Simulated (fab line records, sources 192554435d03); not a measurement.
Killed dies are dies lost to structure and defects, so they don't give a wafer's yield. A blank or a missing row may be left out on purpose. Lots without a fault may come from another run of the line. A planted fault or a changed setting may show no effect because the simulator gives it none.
Which tool did it? | flow n5_finfet | 9 lots, 25 wafers sampled, at 5 steps of a route of 1938

WHAT THE GAUGES READ, wafer by wafer
N5_BEOL_M0_SAQP_CD_MEAS_40: target cd 30 nm. Usual: cd_nm 29.96 nm, standard deviation 0.23.
lot  | measured     | on        | cd_nm (nm)        | flag
L840 | day 7 00:22  | cd_sem-01 | 30.05 30.12 29.83 |
L844 | day 7 23:41  | cd_sem-03 | 29.89 29.80 29.54 |
L845 | day 8 12:35  | cd_sem-01 | 29.90 29.85       |
L846 | day 8 14:01  | cd_sem-03 | 29.94 29.82       |
L853 | day 10 08:57 | cd_sem-01 | 30.25 30.09 30.13 |
L854 | day 10 13:26 | cd_sem-01 | 29.84 29.94 30.25 |
L856 | day 11 06:56 | cd_sem-03 | 30.27 29.98 29.97 |
L857 | day 11 16:04 | cd_sem-01 | 29.84 29.88 30.21 |
L858 | day 11 20:27 | cd_sem-02 | 29.91 30.05 30.01 |

N5_BEOL_M0_OCD_MEAS_108. Usual: trench_depth_nm 32.6 nm, standard deviation 0.56.
lot  | measured     | on     | trench_depth_nm (nm) | flag
L840 | day 7 02:46  | ocd-02 | 32.9 32.7 33.2       |
L844 | day 8 05:41  | ocd-01 | 32.1 32.4 33.0       |
L845 | day 8 19:15  | ocd-01 | 33.9 32.4            |
L846 | day 8 19:42  | ocd-02 | 32.5 31.9            |
L853 | day 10 14:20 | ocd-01 | 31.4 33.4 31.7       |
L854 | day 10 20:46 | ocd-02 | 33.4 32.2 33.4       |
L856 | day 11 17:18 | ocd-01 | 31.5 33.1 33.5       |
L857 | day 11 20:26 | ocd-01 | 32.3 32.2 31.9       |
L858 | day 12 00:07 | ocd-01 | 33.1 32.3 32.4       |

N5_BEOL_M4_RC_MEAS_101. Usual: DIBL_N 35.9 mV/V, standard deviation 1.2; DIBL_P 35.9 mV/V, standard deviation 1.4; IOFF_N 0.149 nA/um, standard deviation 0.02; IOFF_P 0.205 nA/um, standard deviation 0.022; ION_N 671 uA/um, standard deviation 8.8; ION_P 461 uA/um, standard deviation 5.9; SS_N 71.4 mV/dec, standard deviation 0.51; SS_P 73.2 mV/dec, standard deviation 0.56; VT_N 250.6 mV, standard deviation 2.5; VT_P -250.1 mV, standard deviation 2.3.
lot  | measured     | on        | DIBL_N (mV/V)  | DIBL_P (mV/V)  | IOFF_N (nA/um)    | IOFF_P (nA/um)    | ION_N (uA/um) | ION_P (uA/um) | SS_N (mV/dec)  | SS_P (mV/dec)  | VT_N (mV)         | VT_P (mV)            | flag
L840 | day 11 06:17 | prober-02 | 37.3 37.2 36.7 | 36.6 37.1 36.6 | 0.157 0.161 0.153 | 0.214 0.222 0.214 | 664 674 676   | 461 467 463   | 72.2 71.4 71.5 | 73.2 73.3 73.2 | 249.4 248.5 248.4 | -245.2 -248.9 -249.7 |
L844 | day 11 21:37 | prober-01 | 35.7 36.9 35.2 | 36.0 36.2 35.9 | 0.151 0.166 0.150 | 0.183 0.192 0.193 | 675 676 674   | 460 461 462   | 71.8 71.2 71.6 | 74.0 72.9 73.8 | 249.8 249.4 251.1 | -251.0 -253.4 -250.8 |
L845 | day 12 13:49 | prober-02 | 36.9 37.1      | 34.5 35.2      | 0.152 0.149       | 0.175 0.183       | 663 657       | 448 453       | 72.6 72.6      | 73.0 73.0      | 252.3 251.9       | -252.4 -252.8        |
L846 | day 13 04:57 | prober-02 | 35.4 35.5      | 36.6 36.1      | 0.155 0.155       | 0.226 0.220       | 673 673       | 468 474       | 71.3 71.1      | 72.8 73.2      | 249.3 248.9       | -245.9 -246.5        |
L853 | day 14 10:30 | prober-02 | 38.7 36.7 37.3 | 39.3 36.6 36.2 | 0.188 0.143 0.145 | 0.248 0.192 0.193 | 685 681 673   | 468 466 451   | 72.0 72.3 72.0 | 74.0 73.5 73.4 | 250.4 253.3 252.4 | -252.2 -250.0 -251.0 |
L854 | day 13 14:58 | prober-01 | 36.7 34.8 33.6 | 37.7 36.1 34.2 | 0.181 0.152 0.127 | 0.239 0.213 0.178 | 684 665 669   | 470 465 454   | 72.0 71.1 71.3 | 73.6 72.9 72.1 | 248.6 250.1 250.2 | -250.1 -251.6 -253.0 |
L856 | day 15 04:07 | prober-02 | 35.6 36.9 36.2 | 35.4 37.1 35.8 | 0.138 0.156 0.145 | 0.189 0.223 0.202 | 679 673 665   | 462 460 456   | 71.5 71.5 71.6 | 73.1 73.9 72.9 | 250.3 247.9 247.4 | -253.0 -248.4 -251.8 |
L857 | day 14 11:42 | prober-01 | 34.6 37.2 34.8 | 33.9 36.8 34.6 | 0.118 0.165 0.129 | 0.166 0.211 0.175 | 658 676 665   | 451 461 456   | 71.4 71.7 71.1 | 72.5 73.7 72.6 | 255.1 248.7 254.3 | -253.8 -246.3 -252.8 |
L858 | day 16 00:40 | prober-02 | 37.5 36.5 36.1 | 35.7 34.1 34.7 | 0.171 0.145 0.144 | 0.244 0.216 0.222 | 680 664 673   | 473 461 470   | 71.2 71.5 71.0 | 74.4 74.0 73.2 | 247.1 249.7 249.8 | -247.2 -248.4 -246.4 |

WHICH TOOL RAN EACH LOT (tool, then ch and the chambers of the sampled wafers, then the start)
lot  | N5_BEOL_M0_SAQP_CUT_ETCH_46        | N5_BEOL_M0_CUTY_ETCH_62
L840 | rie_diel-01 ch 0,1, day 7 00:35    | rie_diel-03 ch 0,2,3, day 7 01:52
L844 | rie_diel-04 ch 0,1,3, day 8 01:47  | rie_diel-03 ch 0,1,3, day 8 03:19
L845 | rie_diel-01 ch 1,2, day 8 12:47    | rie_diel-03 ch 0,2, day 8 14:34
L846 | rie_diel-04 ch 2,3, day 8 14:13    | rie_diel-03 ch 0,3, day 8 15:44
L853 | rie_diel-01 ch 0,1,2, day 10 09:10 | rie_diel-06 ch 1,2,3, day 10 10:44
L854 | rie_diel-01 ch 0,1,2, day 10 13:40 | rie_diel-06 ch 0,1,3, day 10 15:53
L856 | rie_diel-04 ch 0,1,2, day 11 07:08 | rie_diel-03 ch 0,1,2, day 11 11:18
L857 | rie_diel-01 ch 0,1,2, day 11 16:16 | rie_diel-06 ch 0,2,3, day 11 17:45
L858 | rie_diel-01 ch 0,2, day 11 20:52   | rie_diel-03 ch 2,3, day 11 22:23
- N5_BEOL_M0_SAQP_CUT_ETCH_46: etches SOC in N2/H2, target depth 135 nm, overetch 27 nm, time 202.5 s.
- N5_BEOL_M0_CUTY_ETCH_62: etches SiARC in CF4, time 58.5 s.

WHAT THE TOOLS THEMSELVES READ (means of the sampled wafers that have a number; where no wafer has one, the mark that the record gives instead)
N5_BEOL_M0_SAQP_CUT_ETCH_46. Usual: bias_w 150.0 W, standard deviation 0.44; chamber_pressure_mTorr 30.003 mTorr, standard deviation 0.025; drypump_motor_current_A 5.7 A, standard deviation 0.43; rf_vpp_V 524 V, standard deviation 3.2; showerhead_plenum_p_Torr 2.56 Torr, standard deviation 0.11; throttle_valve_pct 17.78 %, standard deviation 0.21.
lot  | tool        | bias_w (W) | chamber_pressure_mTorr (mTorr) | drypump_motor_current_A (A) | rf_vpp_V (V) | showerhead_plenum_p_Torr (Torr) | throttle_valve_pct (%) | flag
L840 | rie_diel-01 | 149.8      | 30.008                         | 6.0                         | 527          | 2.66                            | 17.87                  |
L844 | rie_diel-04 | 149.7      | 30.024                         | 5.7                         | 521          | 2.46                            | 17.81                  |
L845 | rie_diel-01 | 149.8      | 29.973                         | 5.9                         | 526          | 2.55                            | 17.82                  |
L846 | rie_diel-04 | 150.1      | 30.009                         | 6.2                         | 524          | 2.49                            | 17.68                  |
L853 | rie_diel-01 | 150.0      | 30.039                         | 6.0                         | 528          | 2.68                            | 17.72                  |
L854 | rie_diel-01 | 150.1      | 30.016                         | 6.0                         | 528          | 2.68                            | 17.71                  |
L856 | rie_diel-04 | 150.5      | 29.999                         | 5.5                         | 524          | 2.54                            | 17.89                  |
L857 | rie_diel-01 | 150.2      | 29.984                         | 6.0                         | 528          | 2.68                            | 17.74                  |
L858 | rie_diel-01 | 149.9      | 29.999                         | 6.1                         | 527          | 2.68                            | 17.55                  |

N5_BEOL_M0_CUTY_ETCH_62. Usual: bias_w 36.00 W, standard deviation 0.1; chamber_pressure_mTorr 40.00 mTorr, standard deviation 0.034; drypump_motor_current_A 5.6 A, standard deviation 0.37; etch_rf_on_time_s 58.5 s, standard deviation 0.96; oes_product_au 0.67 a.u., standard deviation 0.088; rf_vpp_V 183.8 V, standard deviation 1.2; showerhead_plenum_p_Torr 2.12 Torr, standard deviation 0.07; throttle_valve_pct 15.71 %, standard deviation 0.24.
lot  | tool        | bias_w (W) | chamber_pressure_mTorr (mTorr) | drypump_motor_current_A (A) | etch_rf_on_time_s (s) | oes_product_au (a.u.) | rf_vpp_V (V) | showerhead_plenum_p_Torr (Torr) | throttle_valve_pct (%) | flag
L840 | rie_diel-03 | 35.89      | 40.00                          | 5.6                         | 58.3                  | 0.69                  | 184.3        | 2.15                            | 15.61                  |
L844 | rie_diel-03 | 36.07      | 40.04                          | 5.5                         | 52.4                  | 0.67                  | 183.2        | 2.09                            | 15.83                  | OFF
L845 | rie_diel-03 | 36.04      | 40.02                          | 5.8                         | 49.3                  | 0.79                  | 184.9        | 2.16                            | 15.63                  | OFF
L846 | rie_diel-03 | 35.97      | 39.98                          | 5.5                         | 50.0                  | 0.69                  | 182.8        | 2.08                            | 15.74                  | OFF
L853 | rie_diel-06 | 36.04      | 39.99                          | 5.4                         | 58.5                  | 0.73                  | 184.2        | 2.11                            | 15.65                  |
L854 | rie_diel-06 | 36.04      | 40.00                          | 5.5                         | 57.6                  | 0.77                  | 183.8        | 2.09                            | 15.66                  |
L856 | rie_diel-03 | 36.04      | 40.00                          | 5.6                         | 58.6                  | 0.72                  | 184.0        | 2.13                            | 15.68                  |
L857 | rie_diel-06 | 36.04      | 39.99                          | 5.4                         | 58.4                  | 0.75                  | 183.5        | 2.12                            | 15.56                  |
L858 | rie_diel-03 | 36.09      | 40.00                          | 5.6                         | 58.1                  | 0.68                  | 185.8        | 2.21                            | 15.58                  |

THE ANSWER, worked out from the rows above alone
Rule: a lot is off if the mean of its wafers that have a number lies more than 3 standard deviations from the usual mean. A lot without any number at a reading at which 4 lots or more have one is off too. The other lots that the step has rows for count as sound. The gauges are gone through in route order, then the tools' own readings, and for those a lot's mean is taken as printed above. The first step at which some lot is off is used, and at that step the reading that is off furthest; a lot without a number counts as furthest.
Off: L844, L845, L846, at N5_BEOL_M0_CUTY_ETCH_62 (etch_rf_on_time_s).
A tool fits if, at that step or a process step before it, it ran every lot that is off, and no sound lot after the first of them. None of those tried fits.

WHAT THE SIMULATOR HAD PUT IN
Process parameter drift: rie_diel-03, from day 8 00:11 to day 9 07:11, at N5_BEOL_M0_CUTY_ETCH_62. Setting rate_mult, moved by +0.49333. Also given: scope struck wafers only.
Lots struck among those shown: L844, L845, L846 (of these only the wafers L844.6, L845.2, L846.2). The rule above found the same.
